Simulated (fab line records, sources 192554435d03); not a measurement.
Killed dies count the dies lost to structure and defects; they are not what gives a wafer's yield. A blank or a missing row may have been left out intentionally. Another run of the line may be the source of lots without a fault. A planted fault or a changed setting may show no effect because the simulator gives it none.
Chamber matching | flow n5_finfet | N5_BEOL_M5_ETCH_75 on rie_diel-02: 4 sister chambers
The step etches underlayer in N2/H2, target depth 6.5 nm, time 5.2 s. 20 wafers are shown with their chamber, then 10 later ones without.

== WAFERS WITH THEIR CHAMBER ==
wafer  | chamber | drypump_motor_current_A (A) | throttle_valve_pct (%) | showerhead_plenum_p_Torr (Torr)
L074.2 | 0       | 6.3                         | 17.47                  | 2.60
L074.4 | 3       | 5.3                         | 17.54                  | 2.48
L074.5 | 0       | 6.3                         | 17.47                  | 2.60
L076.3 | 0       | 6.3                         | 17.50                  | 2.60
L076.5 | 1       | 6.6                         | 17.58                  | 2.56
L076.6 | 0       | 6.3                         | 17.49                  | 2.60
L082.1 | 2       | 6.1                         | 18.12                  | 2.53
L082.2 | 1       | 6.6                         | 17.60                  | 2.56
L082.3 | 0       | 6.3                         | 17.50                  | 2.59
L084.2 | 0       | 6.3                         | 17.51                  | 2.59
L084.3 | 3       | 5.2                         | 17.55                  | 2.47
L084.4 | 2       | 6.1                         | 18.12                  | 2.53
L086.1 | 0       | 6.3                         | 17.52                  | 2.59
L086.2 | 3       | 5.3                         | 17.58                  | 2.47
L086.6 | 1       | 6.6                         | 17.62                  | 2.56
L089.1 | 0       | 6.3                         | 17.52                  | 2.59
L089.4 | 1       | 6.6                         | 17.65                  | 2.55
L089.6 | 0       | 6.3                         | 17.55                  | 2.59
L090.1 | 2       | 6.1                         | 18.16                  | 2.52
L090.3 | 3       | 5.3                         | 17.59                  | 2.46

SIGNATURES, as means of the wafers listed above
reading                  | chamber 0 | chamber 1 | chamber 2 | chamber 3 | scatter within a chamber
drypump_motor_current_A  | 6.300     | 6.600     | 6.100     | 5.275     | 0.0217
throttle_valve_pct       | 17.5033   | 17.6125   | 18.1333   | 17.5650   | 0.0258
showerhead_plenum_p_Torr | 2.5944    | 2.5575    | 2.5267    | 2.4700    | 0.00594
Rule: a wafer lies at a distance from a chamber equal to the root of the sum of squares, over the readings, of (its reading less the chamber's mean, divided by the reading's scatter). The wafer belongs to the nearest chamber; if the next one is less than 2 further off, it can't be placed. The scatter: the root of (the sum of the squares of (reading less its chamber's mean) over the shown wafers, divided by (wafers less chambers)).

== WAFERS WITH NO CHAMBER GIVEN ==
wafer  | drypump_motor_current_A (A) | throttle_valve_pct (%) | showerhead_plenum_p_Torr (Torr)
L090.5 | 6.1                         | 18.18                  | 2.52
L091.2 | 6.3                         | 17.55                  | 2.58
L091.4 | 5.3                         | 17.59                  | 2.46
L091.6 | 6.6                         | 17.62                  | 2.55
L093.2 | 5.2                         | 17.61                  | 2.46
L093.3 | 6.1                         | 18.16                  | 2.52
L093.5 | 5.2                         | 17.62                  | 2.46
L096.2 | 6.1                         | 18.17                  | 2.52
L096.4 | 6.1                         | 18.15                  | 2.52
L096.6 | 5.3                         | 17.59                  | 2.46

== WHICH CHAMBER EACH ONE RAN IN ==
wafer  | from the rows above | in truth
L090.5 | 2                   | 2
L091.2 | 0                   | 0
L091.4 | 3                   | 3
L091.6 | 1                   | 1
L093.2 | 3                   | 3
L093.3 | 2                   | 2
L093.5 | 3                   | 3
L096.2 | 2                   | 2
L096.4 | 2                   | 2
L096.6 | 3                   | 3
Correct placement for 10 of the 10. From these rows, 0 cannot be placed. Wrongly placed: 0.
